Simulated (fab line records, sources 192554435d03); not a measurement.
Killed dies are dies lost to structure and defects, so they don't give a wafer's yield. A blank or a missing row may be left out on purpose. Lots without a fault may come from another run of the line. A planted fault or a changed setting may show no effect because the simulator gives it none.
Which tool did it? | flow n5_finfet | 24 lots, 72 wafers sampled, at 6 steps of a route of 1938

WHAT THE GAUGES READ, wafer by wafer
The record holds no reading of a measuring or inspecting step that can be judged against a usual standard deviation.

WHICH TOOL RAN EACH LOT (tool, then ch and the chambers of the sampled wafers, then the start)
lot  | N5_BEOL_M5_ETCH_68                 | N5_BEOL_M5_TRENCH_ETCH_37                     | N5_BEOL_M5_CURE_80            | N5_BEOL_M5_ALD_86                   | N5_BEOL_M5_ANNEAL_82         | N5_BEOL_M6_HM_DEP_02
L074 | rie_diel-05 ch 1,3, day 8 13:09    | rie_diel-05 ch 1,3, day 8 13:41 or earlier    | uv_cure-02 ch 1, day 8 13:41  | ald_metal-03 ch 0,1,3, day 8 14:15  | pvd_sputter-02, day 8 16:15  | pvd_sputter-02, day 8 21:57
L075 | rie_diel-03 ch 0,3, day 8 16:58    | rie_diel-03 ch 0,3, day 8 17:34 or earlier    | uv_cure-01 ch 1, day 8 17:34  | ald_metal-03 ch 0,1, day 8 18:29    | pvd_sputter-01, day 8 20:23  | pvd_sputter-02, day 9 01:34
L076 | rie_diel-03 ch 1,2,3, day 9 18:07  | rie_diel-03 ch 1,2,3, day 9 18:42 or earlier  | uv_cure-01 ch 2, day 9 18:42  | ald_metal-01 ch 0,1,3, day 9 19:10  | pvd_sputter-01, day 9 21:01  | pvd_sputter-02, day 10 04:10
L078 | rie_diel-01 ch 1,2,3, day 9 18:28  | rie_diel-01 ch 1,2,3, day 9 19:04 or earlier  | uv_cure-03 ch 0, day 9 19:04  | ald_metal-02 ch 1,3, day 9 19:34    | pvd_sputter-02, day 9 21:31  | pvd_sputter-02, day 10 04:16
L081 | rie_diel-05 ch 0,2, day 9 23:44    | rie_diel-05 ch 0,2, day 10 00:25 or earlier   | uv_cure-01 ch 1, day 10 00:25 | ald_metal-03 ch 0,1, day 10 00:53   | pvd_sputter-01, day 10 02:40 | pvd_sputter-01, day 10 08:42
L079 | rie_diel-03 ch 0,3, day 10 05:31   | rie_diel-03 ch 0,3, day 10 06:02 or earlier   | uv_cure-03 ch 1, day 10 06:02 | ald_metal-03 ch 1,2,3, day 10 06:29 | pvd_sputter-03, day 10 08:10 | pvd_sputter-02, day 10 13:26
L080 | rie_diel-01 ch 1,2,3, day 10 05:54 | rie_diel-01 ch 1,2,3, day 10 06:26 or earlier | uv_cure-02 ch 2, day 10 06:26 | ald_metal-01 ch 0,3, day 10 06:52   | pvd_sputter-02, day 10 09:56 | pvd_sputter-01, day 10 18:32
L077 | rie_diel-05 ch 0,2,3, day 10 06:04 | rie_diel-05 ch 0,2,3, day 10 06:38 or earlier | uv_cure-03 ch 2, day 10 06:38 | ald_metal-03 ch 1,2, day 10 07:15   | pvd_sputter-01, day 10 10:09 | pvd_sputter-01, day 10 18:38
L082 | rie_diel-01 ch 0,1,3, day 10 11:59 | rie_diel-01 ch 0,1,3, day 10 12:34 or earlier | uv_cure-03 ch 0, day 10 12:34 | ald_metal-03 ch 1,2,3, day 10 13:22 | pvd_sputter-01, day 10 15:10 | pvd_sputter-01, day 10 22:20
L083 | rie_diel-05 ch 2,3, day 10 13:09   | rie_diel-05 ch 2,3, day 10 13:41 or earlier   | uv_cure-03 ch 2, day 10 13:41 | ald_metal-03 ch 0,2,3, day 10 14:47 | pvd_sputter-02, day 10 17:59 | pvd_sputter-02, day 10 23:40
L084 | rie_diel-05 ch 0,2, day 10 22:13   | rie_diel-05 ch 0,2, day 10 22:57 or earlier   | uv_cure-01 ch 2, day 10 22:57 | ald_metal-02 ch 0,2, day 10 23:24   | pvd_sputter-01, day 11 01:05 | pvd_sputter-03, day 11 06:40
L085 | rie_diel-03 ch 0,1,3, day 11 08:56 | rie_diel-03 ch 0,1,3, day 11 09:52 or earlier | uv_cure-03 ch 0, day 11 09:52 | ald_metal-02 ch 1,2,3, day 11 10:19 | pvd_sputter-03, day 11 12:07 | pvd_sputter-02, day 11 18:13
L086 | rie_diel-05 ch 0,1,2, day 11 17:23 | rie_diel-05 ch 0,1,2, day 11 17:55 or earlier | uv_cure-03 ch 2, day 11 17:55 | ald_metal-01 ch 1,3, day 11 18:41   | pvd_sputter-02, day 11 20:31 | pvd_sputter-02, day 12 03:09
L087 | rie_diel-01 ch 1,2,3, day 11 17:50 | rie_diel-01 ch 1,2,3, day 11 18:52 or earlier | uv_cure-03 ch 2, day 11 18:52 | ald_metal-01 ch 0,1, day 11 21:10   | pvd_sputter-01, day 11 23:01 | pvd_sputter-03, day 12 04:18
L088 | rie_diel-05 ch 2,3, day 12 09:53   | rie_diel-05 ch 2,3, day 12 10:36 or earlier   | uv_cure-03 ch 2, day 12 10:36 | ald_metal-03 ch 0,1,2, day 12 11:43 | pvd_sputter-01, day 12 13:32 | pvd_sputter-01, day 12 18:31
L091 | rie_diel-01 ch 0,2,3, day 12 11:38 | rie_diel-01 ch 0,2,3, day 12 12:13 or earlier | uv_cure-01 ch 0, day 12 12:13 | ald_metal-02 ch 0,2,3, day 12 12:58 | pvd_sputter-03, day 12 14:38 | pvd_sputter-03, day 12 22:25
L089 | rie_diel-01 ch 1,2,3, day 12 17:00 | rie_diel-01 ch 1,2,3, day 12 17:32 or earlier | uv_cure-03 ch 1, day 12 17:32 | ald_metal-01 ch 0,1,3, day 12 18:08 | pvd_sputter-01, day 12 19:47 | pvd_sputter-03, day 13 01:52
L090 | rie_diel-01 ch 0,2, day 12 22:05   | rie_diel-01 ch 0,2, day 12 22:48 or earlier   | uv_cure-01 ch 1, day 12 22:48 | ald_metal-03 ch 1,2, day 12 23:13   | pvd_sputter-01, day 13 01:15 | pvd_sputter-01, day 13 08:16
L093 | rie_diel-03 ch 2,3, day 13 04:21   | rie_diel-03 ch 2,3, day 13 04:59 or earlier   | uv_cure-03 ch 0, day 13 04:59 | ald_metal-01 ch 0,1,3, day 13 05:21 | pvd_sputter-03, day 13 07:09 | pvd_sputter-01, day 13 12:52
L092 | rie_diel-03 ch 0,1,2, day 13 08:12 | rie_diel-03 ch 0,1,2, day 13 08:44 or earlier | uv_cure-03 ch 0, day 13 08:44 | ald_metal-01 ch 0,1, day 13 09:52   | pvd_sputter-03, day 13 11:35 | pvd_sputter-03, day 13 16:34
L094 | rie_diel-03 ch 2,3, day 13 08:44   | rie_diel-03 ch 2,3, day 13 09:20 or earlier   | uv_cure-01 ch 2, day 13 09:20 | ald_metal-03 ch 0,1, day 13 10:07   | pvd_sputter-02, day 13 11:50 | pvd_sputter-01, day 13 18:34
L095 | rie_diel-05 ch 0,1,2, day 14 01:14 | rie_diel-05 ch 0,1,2, day 14 01:49 or earlier | uv_cure-01 ch 1, day 14 01:49 | ald_metal-01 ch 0,2,3, day 14 02:50 | pvd_sputter-03, day 14 04:38 | pvd_sputter-02, day 14 13:53
L097 | rie_diel-05 ch 0,1,3, day 14 06:43 | rie_diel-05 ch 0,1,3, day 14 07:17 or earlier | uv_cure-01 ch 0, day 14 07:17 | ald_metal-02 ch 1,2,3, day 14 07:59 | pvd_sputter-03, day 14 09:47 | pvd_sputter-02, day 14 17:29
L096 | rie_diel-03 ch 0,2,3, day 14 07:44 | rie_diel-03 ch 0,2,3, day 14 08:25 or earlier | uv_cure-03 ch 2, day 14 08:25 | ald_metal-01 ch 0,1,2, day 14 09:07 | pvd_sputter-01, day 14 10:52 | pvd_sputter-03, day 14 17:33
- N5_BEOL_M5_ETCH_68: etches SOC in N2/H2, target depth 80 nm, overetch 16 nm, time 120 s.
- N5_BEOL_M5_TRENCH_ETCH_37: etches SiCOH lowk in C4F6/O2, target depth 71.652 nm, time 24.7 s.
- N5_BEOL_M5_CURE_80: cures SiCOH lowk, time 120 s.
- N5_BEOL_M5_ALD_86: deposits TaN, pulse time 2 s, purge time 3 s, co reactant purge time 2 s.
- N5_BEOL_M5_ANNEAL_82: time 1800 s.
- N5_BEOL_M6_HM_DEP_02: deposits TiN, target thk 20 nm.

WHAT THE TOOLS THEMSELVES READ (means of the sampled wafers that have a number; where no wafer has one, the mark that the record gives instead)
N5_BEOL_M5_ETCH_68. Usual: chamber_pressure_mTorr 30.002 mTorr, standard deviation 0.027; drypump_motor_current_A 5.7 A, standard deviation 0.5; n2_flow_sccm 200.2 sccm, standard deviation 0.65; oes_product_au 0.61 a.u., standard deviation 0.051; rf_vpp_V 523.7 V, standard deviation 2.3; showerhead_plenum_p_Torr 2.53 Torr, standard deviation 0.082; throttle_valve_pct 17.70 %, standard deviation 0.27.
lot  | tool        | chamber_pressure_mTorr (mTorr) | drypump_motor_current_A (A) | n2_flow_sccm (sccm) | oes_product_au (a.u.) | rf_vpp_V (V) | showerhead_plenum_p_Torr (Torr) | throttle_valve_pct (%) | flag
L074 | rie_diel-05 | 30.025                         | 5.9                         | 200.0               | 0.52                  | 526.3        | 2.60                            | 17.80                  |
L075 | rie_diel-03 | 30.018                         | 6.3                         | 199.9               | 0.67                  | 526.1        | 2.66                            | 17.73                  |
L076 | rie_diel-03 | 29.990                         | 6.3                         | 199.9               | 0.61                  | 525.1        | 2.59                            | 17.67                  |
L078 | rie_diel-01 | 30.008                         | 5.6                         | 200.5               | 0.66                  | 523.0        | 2.50                            | 17.41                  |
L081 | rie_diel-05 | 30.007                         | 5.1                         | 201.1               | 0.61                  | 521.9        | 2.45                            | 17.77                  |
L079 | rie_diel-03 | 30.027                         | 6.4                         | 200.8               | 0.65                  | 527.6        | 2.65                            | 17.75                  |
L080 | rie_diel-01 | 29.992                         | 5.6                         | 199.7               | 0.66                  | 523.8        | 2.50                            | 17.42                  |
L077 | rie_diel-05 | 29.971                         | 5.3                         | 200.0               | 0.58                  | 523.4        | 2.51                            | 17.93                  |
L082 | rie_diel-01 | 30.007                         | 5.6                         | 200.7               | 0.65                  | 522.6        | 2.50                            | 17.50                  |
L083 | rie_diel-05 | 30.004                         | 5.3                         | 199.8               | 0.61                  | 524.0        | 2.51                            | 17.87                  |
L084 | rie_diel-05 | 29.965                         | 5.1                         | 199.9               | 0.58                  | 520.2        | 2.44                            | 17.85                  |
L085 | rie_diel-03 | 30.001                         | 6.4                         | 199.9               | 0.62                  | 525.9        | 2.59                            | 17.82                  |
L086 | rie_diel-05 | 30.029                         | 5.4                         | 200.1               | 0.64                  | 522.6        | 2.49                            | 17.61                  |
L087 | rie_diel-01 | 30.016                         | 5.6                         | 199.4               | 0.64                  | 522.3        | 2.49                            | 17.43                  |
L088 | rie_diel-05 | 30.010                         | 5.6                         | 200.6               | 0.57                  | 524.7        | 2.56                            | 18.04                  |
L091 | rie_diel-01 | 30.003                         | 5.6                         | 200.5               | 0.65                  | 523.1        | 2.49                            | 17.53                  |
L089 | rie_diel-01 | 30.021                         | 5.6                         | 200.4               | 0.65                  | 522.9        | 2.49                            | 17.44                  |
L090 | rie_diel-01 | 30.021                         | 5.3                         | 199.3               | 0.65                  | 523.1        | 2.45                            | 17.40                  |
L093 | rie_diel-03 | 30.016                         | 6.0                         | 199.9               | 0.60                  | 525.1        | 2.59                            | 17.67                  |
L092 | rie_diel-03 | 30.003                         | 6.2                         | 200.3               | 0.58                  | 524.5        | 2.54                            | 17.86                  |
L094 | rie_diel-03 | 30.019                         | 6.3                         | 199.8               | 0.62                  | 527.0        | 2.64                            | 17.66                  |
L095 | rie_diel-05 | 30.021                         | 5.4                         | 200.2               | 0.63                  | 522.4        | 2.48                            | 17.65                  |
L097 | rie_diel-05 | 29.986                         | 5.6                         | 200.2               | 0.59                  | 523.8        | 2.54                            | 17.79                  |
L096 | rie_diel-03 | 29.966                         | 6.1                         | 200.3               | 0.60                  | 525.5        | 2.60                            | 17.81                  |

N5_BEOL_M5_TRENCH_ETCH_37. Usual: chamber_pressure_mTorr 30.001 mTorr, standard deviation 0.027; drypump_motor_current_A 5.7 A, standard deviation 0.51; oes_f_703_au 0.79 a.u., standard deviation 0.067; oes_product_au 0.80 a.u., standard deviation 0.073; rf_vpp_V 667 V, standard deviation 26; showerhead_plenum_p_Torr 2.84 Torr, standard deviation 0.099; throttle_valve_pct 20.86 %, standard deviation 0.21.
lot  | tool        | chamber_pressure_mTorr (mTorr) | drypump_motor_current_A (A) | oes_f_703_au (a.u.) | oes_product_au (a.u.) | rf_vpp_V (V) | showerhead_plenum_p_Torr (Torr) | throttle_valve_pct (%) | flag
L074 | rie_diel-05 | 30.004                         | 5.9                         | 0.65                | 0.66                  | 681          | 2.93                            | 20.98                  |
L075 | rie_diel-03 | 29.992                         | 6.3                         | 0.86                | 0.87                  | 667          | 2.99                            | 20.87                  |
L076 | rie_diel-03 | 29.983                         | 6.3                         | 0.79                | 0.80                  | 664          | 2.91                            | 20.87                  |
L078 | rie_diel-01 | 29.997                         | 5.6                         | 0.84                | 0.86                  | 665          | 2.84                            | 20.80                  |
L081 | rie_diel-05 | 29.995                         | 5.1                         | 0.79                | 0.80                  | 657          | 2.72                            | 20.73                  |
L079 | rie_diel-03 | 30.015                         | 6.4                         | 0.85                | 0.85                  | 667          | 2.98                            | 20.89                  |
L080 | rie_diel-01 | 29.955                         | 5.6                         | 0.83                | 0.84                  | 664          | 2.84                            | 20.80                  |
L077 | rie_diel-05 | 30.004                         | 5.3                         | 0.75                | 0.75                  | 667          | 2.80                            | 20.95                  |
L082 | rie_diel-01 | 30.010                         | 5.6                         | 0.84                | 0.85                  | 662          | 2.85                            | 20.85                  |
L083 | rie_diel-05 | 29.996                         | 5.3                         | 0.76                | 0.80                  | 685          | 2.81                            | 20.93                  |
L084 | rie_diel-05 | 29.973                         | 5.1                         | 0.77                | 0.74                  | 637          | 2.72                            | 20.76                  |
L085 | rie_diel-03 | 30.004                         | 6.4                         | 0.80                | 0.81                  | 677          | 2.90                            | 20.88                  |
L086 | rie_diel-05 | 30.012                         | 5.4                         | 0.82                | 0.83                  | 654          | 2.78                            | 20.66                  |
L087 | rie_diel-01 | 30.004                         | 5.6                         | 0.82                | 0.84                  | 664          | 2.83                            | 20.81                  |
L088 | rie_diel-05 | 29.992                         | 5.6                         | 0.70                | 0.74                  | 694          | 2.87                            | 21.17                  |
L091 | rie_diel-01 | 30.008                         | 5.6                         | 0.85                | 0.84                  | 662          | 2.83                            | 20.88                  |
L089 | rie_diel-01 | 29.999                         | 5.6                         | 0.82                | 0.84                  | 665          | 2.83                            | 20.83                  |
L090 | rie_diel-01 | 30.000                         | 5.3                         | 0.85                | 0.86                  | 679          | 2.79                            | 20.74                  |
L093 | rie_diel-03 | 30.026                         | 6.0                         | 0.78                | 0.77                  | 653          | 2.92                            | 20.91                  |
L092 | rie_diel-03 | 29.990                         | 6.2                         | 0.75                | 0.76                  | 675          | 2.83                            | 20.89                  |
L094 | rie_diel-03 | 29.995                         | 6.3                         | 0.81                | 0.81                  | 653          | 2.97                            | 20.94                  |
L095 | rie_diel-05 | 30.022                         | 5.4                         | 0.80                | 0.81                  | 654          | 2.78                            | 20.69                  |
L097 | rie_diel-05 | 29.986                         | 5.6                         | 0.75                | 0.76                  | 663          | 2.85                            | 20.90                  |
L096 | rie_diel-03 | 30.007                         | 6.1                         | 0.78                | 0.79                  | 665          | 2.91                            | 20.92                  |

N5_BEOL_M5_CURE_80. Usual: lamp_power_pct 52.31 %, standard deviation 0.053; wafer_temp_C_max 371.8, standard deviation 0.54.
lot  | tool       | lamp_power_pct (%) | wafer_temp_C_max | flag
L074 | uv_cure-02 | 52.28              | 371.4            |
L075 | uv_cure-01 | 52.32              | 371.8            |
L076 | uv_cure-01 | 52.32              | 371.3            |
L078 | uv_cure-03 | 52.33              | 371.5            |
L081 | uv_cure-01 | 52.35              | 371.8            |
L079 | uv_cure-03 | 52.34              | 371.6            |
L080 | uv_cure-02 | 52.34              | 370.6            |
L077 | uv_cure-03 | 52.30              | 372.0            |
L082 | uv_cure-03 | 52.26              | 371.5            |
L083 | uv_cure-03 | 52.30              | 372.3            |
L084 | uv_cure-01 | 52.31              | 371.2            |
L085 | uv_cure-03 | 52.28              | 371.7            |
L086 | uv_cure-03 | 52.30              | 372.4            |
L087 | uv_cure-03 | 52.28              | 372.4            |
L088 | uv_cure-03 | 52.37              | 372.8            |
L091 | uv_cure-01 | 52.35              | 371.7            |
L089 | uv_cure-03 | 52.33              | 371.8            |
L090 | uv_cure-01 | 52.29              | 371.4            |
L093 | uv_cure-03 | 52.33              | 371.6            |
L092 | uv_cure-03 | 52.30              | 371.9            |
L094 | uv_cure-01 | 52.35              | 371.2            |
L095 | uv_cure-01 | 52.29              | 371.8            |
L097 | uv_cure-01 | 52.31              | 372.4            |
L096 | uv_cure-03 | 52.33              | 372.0            |

N5_BEOL_M5_ALD_86. Usual: heater_power_w 408 W, standard deviation 58.
lot  | tool         | heater_power_w (W) | flag
L074 | ald_metal-03 | 418                |
L075 | ald_metal-03 | 436                |
L076 | ald_metal-01 | 439                |
L078 | ald_metal-02 | 358                |
L081 | ald_metal-03 | 406                |
L079 | ald_metal-03 | 387                |
L080 | ald_metal-01 | 423                |
L077 | ald_metal-03 | 372                |
L082 | ald_metal-03 | 387                |
L083 | ald_metal-03 | 425                |
L084 | ald_metal-02 | 425                |
L085 | ald_metal-02 | 393                |
L086 | ald_metal-01 | 393                |
L087 | ald_metal-01 | 467                |
L088 | ald_metal-03 | 406                |
L091 | ald_metal-02 | 396                |
L089 | ald_metal-01 | 434                |
L090 | ald_metal-03 | 370                |
L093 | ald_metal-01 | 439                |
L092 | ald_metal-01 | 462                |
L094 | ald_metal-03 | 404                |
L095 | ald_metal-01 | 404                |
L097 | ald_metal-02 | 397                |
L096 | ald_metal-01 | 429                |

N5_BEOL_M5_ANNEAL_82. Usual: heater_power_w 844 W, standard deviation 95.
lot  | tool           | heater_power_w (W) | flag
L074 | pvd_sputter-02 | 851                |
L075 | pvd_sputter-01 | 849                |
L076 | pvd_sputter-01 | 862                |
L078 | pvd_sputter-02 | 926                |
L081 | pvd_sputter-01 | 853                |
L079 | pvd_sputter-03 | 729                |
L080 | pvd_sputter-02 | 926                |
L077 | pvd_sputter-01 | 812                |
L082 | pvd_sputter-01 | 875                |
L083 | pvd_sputter-02 | 985                |
L084 | pvd_sputter-01 | 822                |
L085 | pvd_sputter-03 | 733                |
L086 | pvd_sputter-02 | 876                |
L087 | pvd_sputter-01 | 861                |
L088 | pvd_sputter-01 | 820                |
L091 | pvd_sputter-03 | 860                |
L089 | pvd_sputter-01 | 874                |
L090 | pvd_sputter-01 | 860                |
L093 | pvd_sputter-03 | 852                |
L092 | pvd_sputter-03 | 782                |
L094 | pvd_sputter-02 | 774                |
L095 | pvd_sputter-03 | 719                |
L097 | pvd_sputter-03 | 828                |
L096 | pvd_sputter-01 | 871                |

N5_BEOL_M6_HM_DEP_02. Usual: throttle_valve_pct 29.7 %, standard deviation 1.
lot  | tool           | throttle_valve_pct (%) | flag
L074 | pvd_sputter-02 | 30.1                   |
L075 | pvd_sputter-02 | 28.3                   |
L076 | pvd_sputter-02 | 29.4                   |
L078 | pvd_sputter-02 | 28.5                   |
L081 | pvd_sputter-01 | 29.9                   |
L079 | pvd_sputter-02 | 28.3                   |
L080 | pvd_sputter-01 | 30.0                   |
L077 | pvd_sputter-01 | 29.7                   |
L082 | pvd_sputter-01 | 30.0                   |
L083 | pvd_sputter-02 | 29.4                   |
L084 | pvd_sputter-03 | 30.6                   |
L085 | pvd_sputter-02 | 29.0                   |
L086 | pvd_sputter-02 | 29.2                   |
L087 | pvd_sputter-03 | 30.8                   |
L088 | pvd_sputter-01 | 30.1                   |
L091 | pvd_sputter-03 | 30.8                   |
L089 | pvd_sputter-03 | 30.5                   |
L090 | pvd_sputter-01 | 30.0                   |
L093 | pvd_sputter-01 | 29.7                   |
L092 | pvd_sputter-03 | 30.4                   |
L094 | pvd_sputter-01 | 30.2                   |
L095 | pvd_sputter-02 | 29.2                   |
L097 | pvd_sputter-02 | 28.7                   |
L096 | pvd_sputter-03 | 30.2                   |

THE ANSWER, worked out from the rows above alone
Rule: a lot is off if the mean of its wafers that have a number lies more than 3 standard deviations from the usual mean. A lot without any number at a reading at which 4 lots or more have one is off too. The other lots that the step has rows for count as sound. The gauges are gone through in route order, then the tools' own readings, and for those a lot's mean is taken as printed above. The first step at which some lot is off is used, and at that step the reading that is off furthest; a lot without a number counts as furthest.
No lot is off at any reading shown: from this, nothing can be told.

WHAT THE SIMULATOR HAD PUT IN
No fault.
